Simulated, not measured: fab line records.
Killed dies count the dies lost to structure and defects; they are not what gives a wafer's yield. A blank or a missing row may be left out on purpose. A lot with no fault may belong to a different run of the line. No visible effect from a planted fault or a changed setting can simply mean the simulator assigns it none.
Chamber matching -- flow n5Finfet -- 3 sister chambers for N5_BEOL_M0_SAQP_PECVD_00 on pecvd-03
The step deposits SiCN from 3MS/NH3, target thk 8 nm, time 14 s. 22 wafers are shown with their chamber, then 11 later ones without.

## WAFERS PAIRED WITH THEIR CHAMBERS
wafer,chamber,throttleValvePct (%),showerheadPlenumPTorr (Torr)
L077.3,1,9.0,3.687
L077.4,0,8.3,3.673
L077.6,1,9.6,3.686
L081.1,2,8.4,3.679
L081.2,1,9.2,3.683
L081.3,0,8.3,3.677
L081.4,0,8.5,3.680
L081.5,1,9.2,3.686
L081.6,2,8.2,3.673
L082.1,0,8.3,3.674
L082.3,2,8.7,3.684
L082.5,1,9.3,3.686
L086.2,2,8.4,3.672
L086.5,1,9.2,3.694
L086.6,2,8.3,3.673
L090.1,0,8.5,3.672
L090.2,1,9.2,3.685
L090.3,2,8.4,3.664
L090.4,0,8.1,3.674
L090.5,2,8.7,3.677
L090.6,1,9.1,3.693
L092.3,2,8.6,3.682

SIGNATURES (averages over the wafers above)
reading,chamber 0,chamber 1,chamber 2,scatter within a chamber
throttleValvePct,8.333,9.225,8.463,0.173
showerheadPlenumPTorr,3.67500,3.68750,3.67550,0.00479
Rule: for a wafer and a chamber, the distance is found by dividing, reading by reading, the gap between the wafer's reading and the chamber's mean by the reading's scatter, squaring, summing and taking the root. The wafer belongs to the nearest chamber; if the next one is less than 2 further off, it can't be placed. How the scatter is found: for the shown wafers, subtract from each reading the mean of its chamber, square and add these, divide the total by (wafers less chambers), then take the root.

## WAFERS WITH NO CHAMBER GIVEN
wafer,throttleValvePct (%),showerheadPlenumPTorr (Torr)
L092.4,9.5,3.682
L092.5,9.3,3.695
L093.2,8.5,3.676
L093.4,8.2,3.673
L093.5,8.3,3.662
L095.1,8.3,3.677
L095.4,8.4,3.672
L095.5,8.4,3.674
L096.1,8.7,3.687
L096.2,8.9,3.695
L096.3,8.5,3.677

## WHICH CHAMBER EACH WENT THROUGH
wafer,from the rows above,in truth
L092.4,1,1
L092.5,1,1
L093.2,can't be placed: 2 or 0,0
L093.4,can't be placed: 0 or 2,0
L093.5,can't be placed: 0 or 2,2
L095.1,can't be placed: 0 or 2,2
L095.4,can't be placed: 0 or 2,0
L095.5,can't be placed: 0 or 2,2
L096.1,can't be placed: 2 or 1 or 0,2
L096.2,1,1
L096.3,can't be placed: 2 or 0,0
Placed correctly: 3 of 11. Unplaceable from these rows: 8, with the true chamber sitting among the candidates in 8. Number placed wrongly: 0.
